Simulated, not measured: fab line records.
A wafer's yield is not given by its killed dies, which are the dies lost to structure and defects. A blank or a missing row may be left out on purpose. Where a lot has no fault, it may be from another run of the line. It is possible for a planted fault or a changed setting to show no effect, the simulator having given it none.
Split-lot trial -- flow n5 finfet -- 7 lots, 21 wafers read, on a route of 1938 steps

== SPLIT DETAILS ==
At N5_BEOL_M1_ETCH_77 (etches underlayer in N2/H2, target depth 6.5 nm, time 5.2 s), the setting source w was moved away from the recipe's 840 W on 7 of the 21 wafers read, by -12.6% to +17.2%. All remaining wafers had this setting at the recipe value.

Reading taken at the split's own step.

== THE READING ==
rf vpp V, in V, at N5_BEOL_M1_ETCH_77 (etches underlayer in N2/H2, target depth 6.5 nm, time 5.2 s). Fault-free wafers of this fab line usually give 525.6 V, standard deviation 2.2 V.

wafer,"tool, chamber at the split","source w as run, W",against the recipe,"rf vpp V, V",against lot-mates on the recipe
L074.2,"rie diel-01, 1",840,recipe,528.5,-
L074.3,"rie diel-01, 0",840,recipe,528.5,-
L074.4,"rie diel-01, 2",840,recipe,526.4,-
L077.3,"rie diel-01, 0",840,recipe,529.0,-
L077.4,"rie diel-01, 2",984.1,+17.2%,498.3,-30.7
L077.6,"rie diel-01, 0",984.1,+17.2%,500.5,-28.5
L080.1,"rie diel-06, 0",753.8,-10.3%,547.4,+19.5
L080.3,"rie diel-06, 2",753.8,-10.3%,539.5,+11.6
L080.5,"rie diel-06, 0",840,recipe,527.9,-
L082.1,"rie diel-01, 2",748.4,-10.9%,546.5,+19.4
L082.2,"rie diel-01, 1",748.4,-10.9%,548.2,+21.1
L082.3,"rie diel-01, 0",840,recipe,527.1,-
L087.2,"rie diel-01, 2",840,recipe,525.8,-
L087.5,"rie diel-01, 3",840,recipe,521.8,-
L087.6,"rie diel-01, 0",840,recipe,526.3,-
L095.2,"rie diel-03, 0",840,recipe,526.3,-
L095.4,"rie diel-03, 1",840,recipe,524.7,-
L095.5,"rie diel-03, 2",840,recipe,526.0,-
L096.2,"rie diel-01, 1",840,recipe,528.0,-
L096.4,"rie diel-01, 3",840,recipe,522.3,-
L096.6,"rie diel-01, 1",734.5,-12.6%,552.5,+27.4

FIT RESULTS
A straight line over all 21 wafers: rf vpp V changes by -1.72 V for each +1% of source w; r = -0.98; the points scatter about the line by 2.7 V.
The same after taking each lot's own level away (the mean of its wafers on the recipe; 21 wafers): -1.77 V for each +1%; r = -0.99; scatter 2.4 V.
On that fit, the largest move of source w shifts the reading by 30 V.
Measured against the standard deviation above, the lots' own levels, which go from 524.63 to 529.00 V, span 2.0 times it.
So the lot-to-lot level changes the slope little: the two slopes agree.
Check: for one of the wafers moved furthest among these (+17.2%), held out of the fit, the line's prediction against its lot-mates is -30 V. It came out at -30.7 V against them.
Tool readings at the split's step, against how far the setting was moved: etch rf on time s r = -0.98; rf vpp V r = -0.98.

== OTHER SPLITS APPLIED TO THESE WAFERS ==
Before the reading, these wafers also passed through other splits. Each is held against what the fit with the lots' levels taken away leaves over:
other split on the same wafers,wafers away from the commonest value,r with rf vpp V (lot level and that fit taken away)
N5_BEOL_M0_ETCH_138 source w,6,+0.08
N5_BEOL_M0_ETCH_128 source w,7,+0.06
N5_BEOL_M1_COAT_68 spin rpm,10,-0.05

== THE WHOLE CHAIN: every reading that the file lists as answering this split, in the file's order ==
step,what it does,reading,change (the file's fit),r (the file's)
N5_BEOL_M1_ETCH_77,"etches underlayer in N2/H2, target depth 6.5 nm, time 5.2 s",etch rf on time s,withheld for each +1% of the setting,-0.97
N5_BEOL_M1_ETCH_77,"etches underlayer in N2/H2, target depth 6.5 nm, time 5.2 s",rf vpp V,-1.82 V for each +1% of the setting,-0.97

== FILE'S OWN FIT ==
rf vpp V changes by -1.82 V for each +1% of source w, r = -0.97.
